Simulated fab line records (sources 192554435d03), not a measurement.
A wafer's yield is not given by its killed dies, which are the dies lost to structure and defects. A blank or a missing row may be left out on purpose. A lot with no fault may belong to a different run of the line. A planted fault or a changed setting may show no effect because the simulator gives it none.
Chamber matching ; flow n5_finfet ; N5_BEOL_M4_STRIP_66 on rie_diel-01: 4 sister chambers
The step strips in CF4. 18 wafers are shown with their chamber, then 9 later ones without.

== EACH WAFER AND ITS CHAMBER ==
wafer;chamber;drypump_motor_current_A (A);throttle_valve_pct (%);showerhead_plenum_p_Torr (Torr)
L074.2;1;5.8;14.06;1.75
L074.3;2;5.3;13.56;1.85
L074.4;0;6.3;13.73;1.83
L078.2;0;6.3;13.73;1.83
L078.3;1;5.7;14.07;1.74
L078.4;3;6.0;13.69;1.82
L080.1;0;6.3;13.75;1.83
L080.3;1;5.8;14.08;1.74
L080.4;2;5.3;13.60;1.85
L081.1;0;6.3;13.75;1.83
L081.3;2;5.3;13.61;1.85
L081.6;0;6.3;13.72;1.83
L082.1;0;6.3;13.75;1.82
L082.3;2;5.3;13.61;1.85
L082.4;3;6.0;13.69;1.81
L084.2;1;5.8;14.11;1.74
L084.3;0;6.3;13.75;1.82
L084.6;3;6.0;13.71;1.81

SIGNATURES (averages over the wafers above)
reading;chamber 0;chamber 1;chamber 2;chamber 3;scatter within a chamber
drypump_motor_current_A;6.300;5.775;5.300;6.000;0.0231
throttle_valve_pct;13.7400;14.0800;13.5950;13.6967;0.0177
showerhead_plenum_p_Torr;1.8271;1.7425;1.8500;1.8133;0.00451
Rule: distance of a wafer from a chamber = root of the sum over the readings of ((wafer's reading minus chamber's mean) / reading's scatter) squared. The wafer belongs to the nearest chamber; if the next one is less than 2 further off, it can't be placed. How the scatter is found: for the shown wafers, subtract from each reading the mean of its chamber, square and add these, divide the total by (wafers less chambers), then take the root.

== WAFERS WHOSE CHAMBER IS MISSING ==
wafer;drypump_motor_current_A (A);throttle_valve_pct (%);showerhead_plenum_p_Torr (Torr)
L086.2;6.0;13.73;1.81
L086.3;6.3;13.76;1.82
L086.6;5.7;14.11;1.74
L093.2;5.3;13.67;1.84
L093.3;6.3;13.79;1.82
L093.4;5.3;13.67;1.84
L094.3;6.3;13.80;1.82
L094.4;5.3;13.66;1.84
L094.6;6.0;13.76;1.81

== EACH ONE'S CHAMBER ==
wafer;from the rows above;in truth
L086.2;3;3
L086.3;0;0
L086.6;1;1
L093.2;2;2
L093.3;0;0
L093.4;2;2
L094.3;0;0
L094.4;2;2
L094.6;3;3
Correctly placed: 9 of 9. Number that these rows cannot place: 0. Number placed wrongly: 0.
